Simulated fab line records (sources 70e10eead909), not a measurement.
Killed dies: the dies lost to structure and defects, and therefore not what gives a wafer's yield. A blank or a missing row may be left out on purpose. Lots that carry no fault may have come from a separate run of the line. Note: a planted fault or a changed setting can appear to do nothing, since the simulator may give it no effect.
Matching of chambers + flow nandHarc + NHARC_P_M0_ETCH_34 on rieDiel-07 has 4 sister chambers
The step etches the open film in N2/H2, target depth 40 nm, overetch 12 nm, time 43.94 s. 18 wafers are shown with their chamber, then 9 later ones without.

## WAFERS, EACH WITH ITS CHAMBER
| wafer  | chamber | drypumpMotorCurrentA (A) | showerheadPlenumPTorr (Torr) | rfVppV (V) |
|--------|---------|--------------------------|------------------------------|------------|
| L226.1 | 3       | 6.1                      | 1.92                         | 428.0      |
| L226.3 | 0       | 6.6                      | 1.97                         | 429.1      |
| L226.4 | 1       | 5.6                      | 2.05                         | 430.9      |
| L227.1 | 3       | 6.1                      | 1.92                         | 427.1      |
| L227.3 | 0       | 6.6                      | 1.97                         | 429.1      |
| L227.4 | 3       | 6.1                      | 1.92                         | 427.8      |
| L228.2 | 2       | 5.9                      | 2.05                         | 430.6      |
| L228.3 | 0       | 6.6                      | 1.97                         | 428.8      |
| L228.6 | 3       | 6.1                      | 1.92                         | 427.1      |
| L230.4 | 1       | 5.6                      | 2.04                         | 431.2      |
| L230.5 | 2       | 5.9                      | 2.05                         | 430.0      |
| L230.6 | 1       | 5.6                      | 2.04                         | 431.0      |
| L241.1 | 2       | 5.9                      | 2.04                         | 429.9      |
| L241.4 | 2       | 6.0                      | 2.04                         | 432.5      |
| L241.5 | 3       | 6.1                      | 1.91                         | 426.9      |
| L242.3 | 3       | 6.1                      | 1.91                         | 426.6      |
| L242.4 | 0       | 6.6                      | 1.96                         | 427.8      |
| L242.6 | 0       | 6.6                      | 1.96                         | 429.6      |

SIGNATURES, as means of the wafers listed above
| reading               | chamber 0 | chamber 1 | chamber 2 | chamber 3 | scatter within a chamber |
|-----------------------|-----------|-----------|-----------|-----------|--------------------------|
| drypumpMotorCurrentA  | 6.600     | 5.600     | 5.925     | 6.100     | 0.0231                   |
| showerheadPlenumPTorr | 1.9660    | 2.0433    | 2.0450    | 1.9167    | 0.00548                  |
| rfVppV                | 428.880   | 431.033   | 430.750   | 427.250   | 0.74                     |
Rule: a wafer lies at a distance from a chamber equal to the root of the sum of squares, over the readings, of (its reading less the chamber's mean, divided by the reading's scatter). The wafer belongs to the nearest chamber; if the next one is less than 2 further off, it can't be placed. How the scatter is found: for the shown wafers, subtract from each reading the mean of its chamber, square and add these, divide the total by (wafers less chambers), then take the root.

## WAFERS WITHOUT THEIR CHAMBER
| wafer  | drypumpMotorCurrentA (A) | showerheadPlenumPTorr (Torr) | rfVppV (V) |
|--------|--------------------------|------------------------------|------------|
| L244.4 | 6.1                      | 1.91                         | 425.6      |
| L244.5 | 6.6                      | 1.96                         | 428.0      |
| L244.6 | 5.5                      | 2.04                         | 432.9      |
| L245.2 | 5.6                      | 2.04                         | 429.5      |
| L245.3 | 5.9                      | 2.04                         | 430.7      |
| L245.4 | 6.1                      | 1.91                         | 426.7      |
| L246.4 | 6.6                      | 1.96                         | 427.8      |
| L246.5 | 5.5                      | 2.03                         | 430.3      |
| L246.6 | 5.9                      | 2.04                         | 429.8      |

## THE CHAMBER EACH PASSED THROUGH
| wafer  | from the rows above | in truth |
|--------|---------------------|----------|
| L244.4 | 3                   | 3        |
| L244.5 | 0                   | 0        |
| L244.6 | 1                   | 1        |
| L245.2 | 1                   | 1        |
| L245.3 | 2                   | 2        |
| L245.4 | 3                   | 3        |
| L246.4 | 0                   | 0        |
| L246.5 | 1                   | 1        |
| L246.6 | 2                   | 2        |
Correct placement for 9 of the 9. From these rows, 0 cannot be placed. Number placed wrongly: 0.
